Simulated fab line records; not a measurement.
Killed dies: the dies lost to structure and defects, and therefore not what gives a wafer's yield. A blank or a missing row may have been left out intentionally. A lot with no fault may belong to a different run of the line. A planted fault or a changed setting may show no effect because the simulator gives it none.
fab line records    flow n5-finfet
[record] lots = 7  wafers = 39
route steps=1938 shown BEOL_M12@1639 BEOL_M14@1770 MIM_BOT@1833
start-h: hours from the record's opening day to when the first of the lot's shown wafers began    wait-h: hours since the lot's step before    " the same as in the row above    L1.1+2: several wafers, shown together as one row    - no value present, or no start provided    * or withheld: withheld    < > ~ a bound
route shown NAME@n: a module of which the file shows steps, and the number in the route of the first    usual: the fault-free wafers' mean and standard deviation    same: alike in all rows    chamber/n: place in a boat    sites: the reading at each site    _std_site: standard deviation of those values    _edge_site: the outer-site mean with the inner-site mean subtracted    radius-mm: how far each site lies from the wafer's centre    mask NAME#n: copy n    behind: tool/chamber where the wafer was last shaped    hold: what put the lot on hold/how long, in hours/how the hold closed    device: the transistor (n, p or np) that didn't switch    end of line: at the end of the route, the tests of the same wafers    step lacking rows: just its recipe    killed: count of dies lost to structure and defects at first sort (not the wafer's yield)    map: the dies of a wafer, with x for killed, . for not killed, _ for no die there
set.NAME: setting as actually run; set.NAME@STEP: the setting as run at that earlier step    model.NAME: the simulator's own value behind a step, which no gauge read
one table per step and one row per wafer, for lots whose settings were changed on purpose
[[steps]]
[step N5_BEOL_M12_TRENCH_ETCH_34]
[recipe] chemistry = C4F8/O2/Ar  target = SiOC  target-depth-a = 3189.5  mask-material = SOC  pressure-mtorr = 30  source-w = 3000  bias-w = 700  Ar_flow_sccm = 400  C4F8_flow_sccm = 15  O2_flow_sccm = 8  he-inner-torr = 15  he-outer-torr = 30  time-s = 125.5  ion-energy-ev = 250
lot.wafer  tool         chamber  start-h  wait-h  set.target-depth-a  model.etch.depth-nm
L074.1     rie-diel-04  2        260.14   0.0     3189.5              319.3
L074.2     "            0        "        "       3189.5              322.5
L074.5     "            1        "        "       3189.5              326.9
L077.1     rie-diel-03  2        285.11   0.0     1839                182
L077.2     "            1        "        "       3189.5              319
L077.3     "            3        "        "       3189.5              308.8
L077.4     "            0        "        "       1839                177.3
L077.5     "            3        "        "       3189.5              307.1
L077.6     "            0        "        "       1839                178
L083.1     rie-diel-04  3        325.61   0.0     3189.5              318.3
L083.2     "            1        "        "       3189.5              323.9
L083.3     "            0        "        "       3189.5              319.8
L083.4     "            3        "        "       3189.5              322.3
L083.5     "            1        "        "       3189.5              326.3
L083.6     "            0        "        "       3189.5              319.9
L085.1     rie-diel-01  2        345.29   0.0     3189.5              320.3
L085.2     "            3        "        "       3189.5              319.4
L085.3     "            0        "        "       3189.5              321.5
L085.4     "            1        "        "       3189.5              327.5
L085.5     "            1        "        "       3189.5              325.2
L085.6     "            0        "        "       3189.5              323.8
L091.1     rie-diel-03  3        374.27   0.0     4795                482.2
L091.2     "            1        "        "       3189.5              325.8
L091.3     "            2        "        "       3189.5              323.5
L091.4     "            0        "        "       4795                470.9
L091.5     "            2        "        "       4795                484.2
L091.6     "            3        "        "       3189.5              320.9
L094.1     rie-diel-04  1        385.70   0.0     1622                166.1
L094.2     "            3        "        "       3189.5              321.7
L094.3     "            0        "        "       3189.5              319.9
L094.4     "            2        "        "       1622                164.2
L094.5     "            2        "        "       3189.5              318.8
L094.6     "            3        "        "       1622                163.5
L097.1     rie-diel-03  3        430.58   0.0     3189.5              317.8
L097.2     "            1        "        "       3189.5              320.4
L097.3     "            0        "        "       3189.5              311.4
L097.4     "            2        "        "       3189.5              319.9
L097.5     "            1        "        "       3189.5              322.4
L097.6     "            2        "        "       3189.5              319.5
[step N5_BEOL_M12_STRIP_70]
[recipe] chemistry = C4F8/O2/Ar  resist = SiARC  rf-frequency-hz = 6e+07
[step N5_BEOL_M12_OCD_MEAS_35]
[usual] trench-depth-nm = 320/5.1
lot.wafer  tool    chamber  start-h  wait-h  set.target-depth-a@BEOL_M12_TRENCH_ETCH_34  trench-depth-nm
L074.1     ocd-01  -        260.29   0.0     3189.5                                      319
L074.2     "       -        "        "       3189.5                                      322
L074.5     "       -        "        "       3189.5                                      327
L077.1     ocd-02  -        285.26   0.0     1839                                        182
L077.2     "       -        "        "       3189.5                                      320
L077.3     "       -        "        "       3189.5                                      309
L077.4     "       -        "        "       1839                                        177
L077.5     "       -        "        "       3189.5                                      307
L077.6     "       -        "        "       1839                                        177
L083.1     ocd-01  -        325.77   0.0     3189.5                                      319
L083.2     "       -        "        "       3189.5                                      324
L083.3     "       -        "        "       3189.5                                      319
L083.4     "       -        "        "       3189.5                                      322
L083.5     "       -        "        "       3189.5                                      326
L083.6     "       -        "        "       3189.5                                      320
L085.1     ocd-01  -        345.45   0.0     3189.5                                      321
L085.2     "       -        "        "       3189.5                                      319
L085.3     "       -        "        "       3189.5                                      321
L085.4     "       -        "        "       3189.5                                      327
L085.5     "       -        "        "       3189.5                                      325
L085.6     "       -        "        "       3189.5                                      324
L091.1     ocd-01  -        374.43   0.0     4795                                        483
L091.2     "       -        "        "       3189.5                                      326
L091.3     "       -        "        "       3189.5                                      323
L091.4     "       -        "        "       4795                                        471
L091.5     "       -        "        "       4795                                        484
L091.6     "       -        "        "       3189.5                                      321
L094.1     ocd-02  -        385.85   0.0     1622                                        166
L094.2     "       -        "        "       3189.5                                      322
L094.3     "       -        "        "       3189.5                                      320
L094.4     "       -        "        "       1622                                        164
L094.5     "       -        "        "       3189.5                                      319
L094.6     "       -        "        "       1622                                        164
L097.1     ocd-01  -        430.73   0.0     3189.5                                      318
L097.2     "       -        "        "       3189.5                                      321
L097.3     "       -        "        "       3189.5                                      312
L097.4     "       -        "        "       3189.5                                      320
L097.5     "       -        "        "       3189.5                                      322
L097.6     "       -        "        "       3189.5                                      319
[step N5_BEOL_M12_STRIP_37]
[recipe] chemistry = N2/H2  power-w = 1000  temp-c = 250  h2-frac = 0.65  overash-fraction = 0.3  pressure-mtorr = withheld  n2-flow-sccm = 1750  h2-flow-sccm = 3250
[step N5_BEOL_M12_ETCH_38]
[recipe] chemistry = CF4/N2  target = SiCN  target-depth-a = 687  taper-deg = 2  time-s = 73.4  ion-energy-ev = 150  mask-material = SiO2  pressure-mtorr = 40  source-w = 430  bias-w = 70  Ar_flow_sccm = 100  cf4-flow-sccm = 60  n2-flow-sccm = 60
[step N5_BEOL_M12_ECD_47]
[recipe] material = Cu  target-thk-a = 7200
[step N5_BEOL_M12_ANNEAL_48]
[recipe] temp-c = 225  time-s = 90  ambient = N2
[step N5_BEOL_M12_CMP_49]
[recipe] stop-on = SiOC  t-overpolish-s = 20.6  down-force-psi = 1  platen-rpm = 50  clearing-platen-down-force-psi = 1.5  clearing-platen-rpm = 50  post-cmp-clean = cu-alkaline  target-thk-nm = 320  clearing-platen-pad-velocity-m-s = 0.99484  pad-velocity-m-s = 0.99484
lot.wafer  tool    chamber  start-h  wait-h  set.target-depth-a@BEOL_M12_TRENCH_ETCH_34  model.Cu_of_BEOL_M12_ECD_47.thk-nm
L074.1     cmp-04  1        262.67   0.3     3189.5                                      320
L074.2     "       2        "        "       3189.5                                      324.6
L074.5     "       2        "        "       3189.5                                      328
L077.3     cmp-03  1        289.13   0.2     3189.5                                      309.6
L077.1     "       2        "        "       1839                                        184.8
L077.4     "       3        "        "       1839                                        181.2
L077.2     "       0        "        "       3189.5                                      321.2
L077.5     "       1        "        "       3189.5                                      307.8
L077.6     "       2        "        "       1839                                        180.6
L083.1     cmp-02  0        327.22   0.3     3189.5                                      320.2
L083.3     "       1        "        "       3189.5                                      320.4
L083.4     "       2        "        "       3189.5                                      322.2
L083.2     "       3        "        "       3189.5                                      323.6
L083.5     "       0        "        "       3189.5                                      328.6
L083.6     "       1        "        "       3189.5                                      321
L085.4     cmp-02  1        348.00   0.1     3189.5                                      327.8
L085.2     "       2        "        "       3189.5                                      320.4
L085.1     "       3        "        "       3189.5                                      321
L085.3     "       0        "        "       3189.5                                      324
L085.5     "       1        "        "       3189.5                                      326.8
L085.6     "       2        "        "       3189.5                                      323.6
L091.2     cmp-03  1        376.15   0.2     3189.5                                      326
L091.1     "       2        "        "       4795                                        483.4
L091.4     "       3        "        "       4795                                        473
L091.3     "       0        "        "       3189.5                                      325.2
L091.6     "       1        "        "       3189.5                                      321.2
L091.5     "       2        "        "       4795                                        485.6
L094.2     cmp-03  3        393.47   0.2     3189.5                                      326
L094.3     "       0        "        "       3189.5                                      322.4
L094.4     "       1        "        "       1622                                        165.4
L094.1     "       2        "        "       1622                                        167.8
L094.5     "       3        "        "       3189.5                                      322.8
L094.6     "       0        "        "       1622                                        166.2
L097.2+6   cmp-03  2,3      432.10   0.2     3189.5                                      322.4
L097.3     "       3        "        "       3189.5                                      314.2
L097.4     "       0        "        "       3189.5                                      321.6
L097.1     "       1        "        "       3189.5                                      319.6
L097.5     "       2        "        "       3189.5                                      324.4
[step N5_BEOL_M12_THK_MEAS_50]
[recipe] thk-meas-gauge = xrf  reads = Cu_of_BEOL_M12_ECD_47
[usual] M12_THK = 331/6
lot.wafer  tool           chamber  start-h  wait-h  set.target-depth-a@BEOL_M12_TRENCH_ETCH_34  M12_THK[nm]
L074.1     film-metro-02  -        262.97   -       3189.5                                      325
L074.2     "              -        "        "       3189.5                                      331
L074.5     "              -        "        "       3189.5                                      335
L077.1     film-metro-02  -        289.43   -       1839                                        189
L077.2     "              -        "        "       3189.5                                      331
L077.3     "              -        "        "       3189.5                                      317
L077.4     "              -        "        "       1839                                        185
L077.5     "              -        "        "       3189.5                                      316
L077.6     "              -        "        "       1839                                        185
L083.1     film-metro-01  -        327.51   -       3189.5                                      333
L083.2     "              -        "        "       3189.5                                      337
L083.3     "              -        "        "       3189.5                                      333
L083.4     "              -        "        "       3189.5                                      334
L083.5     "              -        "        "       3189.5                                      340
L083.6     "              -        "        "       3189.5                                      334
L085.1     film-metro-02  -        348.30   -       3189.5                                      328
L085.2     "              -        "        "       3189.5                                      330
L085.3     "              -        "        "       3189.5                                      331
L085.4     "              -        "        "       3189.5                                      336
L085.5     "              -        "        "       3189.5                                      334
L085.6     "              -        "        "       3189.5                                      333
L091.1     film-metro-01  -        376.44   -       4795                                        495
L091.2     "              -        "        "       3189.5                                      334
L091.3     "              -        "        "       3189.5                                      334
L091.4     "              -        "        "       4795                                        487
L091.5     "              -        "        "       4795                                        501
L091.6     "              -        "        "       3189.5                                      329
L094.1     film-metro-02  -        393.76   -       1622                                        172
L094.2     "              -        "        "       3189.5                                      337
L094.3     "              -        "        "       3189.5                                      335
L094.4     "              -        "        "       1622                                        170
L094.5     "              -        "        "       3189.5                                      332
L094.6     "              -        "        "       1622                                        171
L097.1     film-metro-02  -        432.40   -       3189.5                                      327
L097.2     "              -        "        "       3189.5                                      331
L097.3     "              -        "        "       3189.5                                      321
L097.4     "              -        "        "       3189.5                                      328
L097.5     "              -        "        "       3189.5                                      332
L097.6     "              -        "        "       3189.5                                      330
[step N5_BEOL_M12_PRE_CLEAN_52]
[recipe] gas = NH3  time-s = 15  temp-c = withheld  rf-power-w = 300
[step N5_BEOL_M12_DEP_53]
[recipe] material = SiCN  target-thk-a = 300  temp-c = withheld  precursor = 3MS/NH3  pressure-torr = 3  rf-w = 675  time-s = 10.5
[step N5_BEOL_M12_RS_MEAS_54]
[recipe] thk-meas-gauge = four-point-probe  reads = Cu_of_BEOL_M12_ECD_47+Ta_of_BEOL_M12_SPUTTER_44+TaN_of_BEOL_M12_SPUTTER_43
[usual] M12_RS = 0.0597/0.001
lot.wafer  tool           chamber  start-h  wait-h  set.target-depth-a@BEOL_M12_TRENCH_ETCH_34  M12_RS[ohm/sq]
L074.1     film-metro-01  -        263.09   0.0     3189.5                                      0.0601
L074.2     "              -        "        "       3189.5                                      0.0592
L074.5     "              -        "        "       3189.5                                      0.0585
L077.1     film-metro-02  -        289.55   0.0     1839                                        0.1073
L077.2     "              -        "        "       3189.5                                      0.0596
L077.3     "              -        "        "       3189.5                                      0.0620
L077.4     "              -        "        "       1839                                        0.1096
L077.5     "              -        "        "       3189.5                                      0.0624
L077.6     "              -        "        "       1839                                        0.1099
L083.1     film-metro-02  -        327.64   0.0     3189.5                                      0.0599
L083.2     "              -        "        "       3189.5                                      0.0593
L083.3     "              -        "        "       3189.5                                      0.0599
L083.4     "              -        "        "       3189.5                                      0.0595
L083.5     "              -        "        "       3189.5                                      0.0583
L083.6     "              -        "        "       3189.5                                      0.0597
L085.1     film-metro-01  -        348.43   0.0     3189.5                                      0.0600
L085.2     "              -        "        "       3189.5                                      0.0601
L085.3     "              -        "        "       3189.5                                      0.0593
L085.4     "              -        "        "       3189.5                                      0.0586
L085.5     "              -        "        "       3189.5                                      0.0589
L085.6     "              -        "        "       3189.5                                      0.0594
L091.1     film-metro-01  -        376.57   0.0     4795                                        0.0393
L091.2     "              -        "        "       3189.5                                      0.0591
L091.3     "              -        "        "       3189.5                                      0.0590
L091.4     "              -        "        "       4795                                        0.0401
L091.5     "              -        "        "       4795                                        0.0390
L091.6     "              -        "        "       3189.5                                      0.0599
L094.1     film-metro-02  -        393.89   0.0     1622                                        0.1189
L094.2     "              -        "        "       3189.5                                      0.0587
L094.3     "              -        "        "       3189.5                                      0.0594
L094.4     "              -        "        "       1622                                        0.1209
L094.5     "              -        "        "       3189.5                                      0.0594
L094.6     "              -        "        "       1622                                        0.1201
L097.1     film-metro-01  -        432.52   0.0     3189.5                                      0.0603
L097.2     "              -        "        "       3189.5                                      0.0597
L097.3     "              -        "        "       3189.5                                      0.0611
L097.4     "              -        "        "       3189.5                                      0.0597
L097.5     "              -        "        "       3189.5                                      0.0593
L097.6     "              -        "        "       3189.5                                      0.0598
[step N5_BEOL_M14_DEP_53]
[recipe] material = SiCN  target-thk-a = 500  temp-c = withheld  precursor = 3MS/NH3  pressure-torr = 3  rf-w = 675  time-s = 17.8
lot.wafer  tool      chamber  start-h  wait-h  set.time-s  model.SiCN_of_BEOL_M14_DEP_53.thk-nm
L074.1     pecvd-03  1        276.87   0.0     17.8        49.4
L074.2     "         2        "        "       17.8        50.4
L074.5     "         0        "        "       17.8        49.8
L077.1     pecvd-01  2        300.17   0.0     10.88       30.6
L077.2     "         1        "        "       10.88       30.2
L077.3+4   "         0,2      "        "       17.8        50.2
L077.5     "         0        "        "       10.88       31.2
L077.6     "         1        "        "       17.8        50.6
L083.1+6   pecvd-02  2,1      340.46   0.0     17.8        49.8
L083.2     "         0        "        "       17.8        50
L083.3     "         1        "        "       17.8        49
L083.4     "         2        "        "       17.8        50.2
L083.5     "         0        "        "       17.8        50.8
L085.1     pecvd-03  0        363.97   0.0     10.38       28.2
L085.2     "         1        "        "       10.38       28.6
L085.3+5   "         2,0      "        "       17.8        48.6
L085.4     "         1        "        "       10.38       29.6
L085.6     "         2        "        "       17.8        50.6
L091.1     pecvd-01  2        392.75   0.0     24.06       65.8
L091.2     "         0        "        "       24.06       66.2
L091.3     "         1        "        "       17.8        49.2
L091.4     "         0        "        "       17.8        50.2
L091.5     "         2        "        "       17.8        49.6
L091.6     "         1        "        "       24.06       67.2
L094.1     pecvd-03  0        411.64   0.0     17.8        48.2
L094.2     "         1        "        "       14.11       39.4
L094.3     "         2        "        "       14.11       40
L094.4     "         0        "        "       17.8        49.4
L094.5     "         1        "        "       17.8        50
L094.6     "         2        "        "       14.11       41
L097.1     pecvd-03  1        442.70   0.0     22.99       63.6
L097.2     "         2        "        "       22.99       64.6
L097.3     "         0        "        "       22.99       63
L097.4     "         0        "        "       17.8        49.4
L097.5     "         1        "        "       17.8        50
L097.6     "         2        "        "       17.8        51.2
[step N5_MIM_BOT_SPUTTER_00]
[recipe] material = TiN  target-thk-a = 350  temp-c = 200  power-w = 3000  chamber-pressure-pa = 0.49996  gas = Ar  reactive-partial-pa = 0.37997  time-s = 89.7
lot.wafer   tool            chamber  start-h  wait-h  set.time-s  model.TiN_of_MIM_BOT_SPUTTER_00.thk-nm
L074.1      pvd-sputter-03  -        293.60   4.8     89.7        35
L074.2      "               -        "        "       89.7        34.8
L074.5      "               -        "        "       89.7        34.4
L077.1+2    pvd-sputter-02  -        307.86   0.0     46.08       17.8
L077.3      "               -        "        "       89.7        34.6
L077.4      "               -        "        "       89.7        35.2
L077.5      "               -        "        "       89.7        35
L077.6      "               -        "        "       46.08       18
L083.1+5    pvd-sputter-02  -        349.93   0.0     68.38       26.6
L083.2      "               -        "        "       89.7        34.4
L083.3      "               -        "        "       89.7        34.6
L083.4      "               -        "        "       89.7        34.2
L083.6      "               -        "        "       68.38       25.6
L085.1      pvd-sputter-02  -        375.49   0.0     89.7        35.2
L085.2+4+6  "               -        "        "       89.7        34.8
L085.3      "               -        "        "       89.7        34.2
L085.5      "               -        "        "       89.7        33.8
L091.1      pvd-sputter-03  -        402.67   0.0     89.7        34.8
L091.2      "               -        "        "       103.7       40.4
L091.3      "               -        "        "       103.7       40.2
L091.4+6    "               -        "        "       89.7        35
L091.5      "               -        "        "       103.7       40
L094.1      pvd-sputter-02  -        422.21   0.0     89.7        35
L094.2      "               -        "        "       37.83       14.2
L094.3      "               -        "        "       89.7        34.4
L094.4      "               -        "        "       89.7        33.8
L094.5      "               -        "        "       37.83       13.8
L094.6      "               -        "        "       37.83       14
L097.1      pvd-sputter-02  -        452.53   0.0     89.7        34.4
L097.2      "               -        "        "       89.7        34.8
L097.3      "               -        "        "       89.7        35
L097.4+6    "               -        "        "       89.7        33.8
L097.5      "               -        "        "       89.7        34.6
[[key]]
[split] step = N5_BEOL_M12_TRENCH_ETCH_34  setting = target-depth-a  stated = 3189.5  by = wafer
[response] step = N5_BEOL_M12_TRENCH_ETCH_34  reading = model.etch.depth-nm  change = +3.13  per = 1%  r = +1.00
[response] step = N5_BEOL_M12_OCD_MEAS_35  reading = trench-depth-nm  change = +3.13  per = 1%  r = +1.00
[response] step = N5_BEOL_M12_CMP_49  reading = model.Cu_of_BEOL_M12_ECD_47.thk-nm  change = +3.14  per = 1%  r = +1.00
[response] step = N5_BEOL_M12_THK_MEAS_50  reading = M12_THK  change = +3.25  per = 1%  r = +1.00
[response] step = N5_BEOL_M12_RS_MEAS_54  reading = M12_RS  shape = bent  at-lowest = 0.1200  at-stated = 0.0597  at-highest = 0.0395
[split] step = N5_BEOL_M14_DEP_53  setting = time-s  stated = 17.8  by = wafer
[response] step = N5_BEOL_M14_DEP_53  reading = model.SiCN_of_BEOL_M14_DEP_53.thk-nm  change = +0.484  per = 1%  r = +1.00
[split] step = N5_MIM_BOT_SPUTTER_00  setting = time-s  stated = 89.7  by = wafer
[response] step = N5_MIM_BOT_SPUTTER_00  reading = model.TiN_of_MIM_BOT_SPUTTER_00.thk-nm  change = +0.351  per = 1%  r = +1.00
